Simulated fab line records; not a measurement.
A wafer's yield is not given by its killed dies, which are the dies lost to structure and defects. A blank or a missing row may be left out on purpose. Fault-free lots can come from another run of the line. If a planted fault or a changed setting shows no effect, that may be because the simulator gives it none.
Matching of chambers	flow n5_finfet	N5_SD_EPI_N_ETCH_34 on rie_diel-06: 3 sister chambers
The step etches SiARC in CF4, target depth 45.5 nm, time 75.8 s. 16 wafers are shown with their chamber, then 4 later ones without.

## EACH WAFER AND ITS CHAMBER
wafer	chamber	showerhead_plenum_p_Torr (Torr)	throttle_valve_pct (%)	etch_rf_on_time_s (s)
L074.1	0	2.26	14.97	77.8
L074.2	3	2.26	15.32	70.7
L074.6	1	2.09	15.48	74.5
L075.2	0	2.26	14.98	77.3
L075.3	1	2.08	15.47	74.8
L075.6	3	2.26	15.34	69.4
L077.2	0	2.26	14.99	78.2
L077.3	1	2.08	15.48	75.2
L077.6	0	2.26	14.99	78.7
L080.1	1	2.08	15.51	74.8
L080.2	0	2.26	15.01	77.1
L080.6	3	2.26	15.34	69.3
L082.1	0	2.26	15.01	77.5
L082.3	1	2.08	15.52	74.8
L082.4	0	2.26	15.01	77.1
L090.2	1	2.07	15.54	74.7

SIGNATURES, as means of the wafers listed above
reading	chamber 0	chamber 1	chamber 3	scatter within a chamber
showerhead_plenum_p_Torr	2.2600	2.0800	2.2600	0.00392
throttle_valve_pct	14.9943	15.5000	15.3333	0.0208
etch_rf_on_time_s	77.671	74.800	69.800	0.53
Rule: for a wafer and a chamber, the distance is found by dividing, reading by reading, the gap between the wafer's reading and the chamber's mean by the reading's scatter, squaring, summing and taking the root. The wafer belongs to the nearest chamber; if the next one is less than 2 further off, it can't be placed. The scatter is the square root of a quotient: the sum, over the shown wafers, of each reading's squared deviation from its chamber's mean, divided by wafers minus chambers.

## WAFERS WITH NO CHAMBER GIVEN
wafer	showerhead_plenum_p_Torr (Torr)	throttle_valve_pct (%)	etch_rf_on_time_s (s)
L090.5	2.25	15.06	76.8
L090.6	2.07	15.54	74.4
L095.5	2.25	15.37	70.8
L096.2	2.25	15.38	69.8

## THE CHAMBER EACH PASSED THROUGH
wafer	from the rows above	in truth
L090.5	0	0
L090.6	1	1
L095.5	3	3
L096.2	3	3
4 of 4 placed correctly. Not placeable from these rows: 0. Placed wrongly: 0.
